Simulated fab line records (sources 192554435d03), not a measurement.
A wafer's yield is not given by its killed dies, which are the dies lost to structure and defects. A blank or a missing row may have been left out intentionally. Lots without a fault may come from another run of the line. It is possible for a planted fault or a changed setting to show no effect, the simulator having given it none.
Matching of chambers    flow n5_finfet    4 sister chambers for N5_GATE_CUT_STRIP_42 on rie_diel-04
The step strips in O2. 8 wafers are shown with their chamber, then 7 later ones without.

WAFERS PAIRED WITH THEIR CHAMBERS
wafer   chamber  showerhead_plenum_p_Torr (Torr)  drypump_motor_current_A (A)
L082.1  2        2.18                             5.5
L087.1  0        1.94                             6.4
L087.3  3        2.06                             6.1
L089.4  0        1.94                             6.3
L089.5  1        2.09                             6.2
L089.6  3        2.06                             6.0
L092.1  2        2.17                             5.5
L092.4  1        2.09                             6.2

WAFERS WITH NO CHAMBER GIVEN
wafer   showerhead_plenum_p_Torr (Torr)  drypump_motor_current_A (A)
L092.5  2.06                             6.0
L097.2  2.09                             6.2
L097.3  2.06                             6.1
L097.5  2.17                             5.5
L096.3  2.06                             6.0
L096.4  1.94                             6.3
L096.6  2.09                             6.2

CHAMBER TAKEN BY EACH
wafer   from the rows above  in truth
L092.5  3                    3
L097.2  1                    1
L097.3  3                    3
L097.5  2                    2
L096.3  3                    3
L096.4  0                    0
L096.6  1                    1
Correctly placed: 7 of 7. From these rows, 0 cannot be placed. 0 placed wrongly.
How it was worked out, from the rows above alone: a wafer's distance from a chamber is the root of the sum, over the readings, of the square of ((its reading less the chamber's mean) divided by the reading's scatter). The wafer belongs to the nearest chamber; if the next one is less than 2 further off, it can't be placed. For every chamber, the mean is computed from those of its wafers that are shown. The scatter: the root of (the sum of the squares of (reading less its chamber's mean) over the shown wafers, divided by (wafers less chambers)).
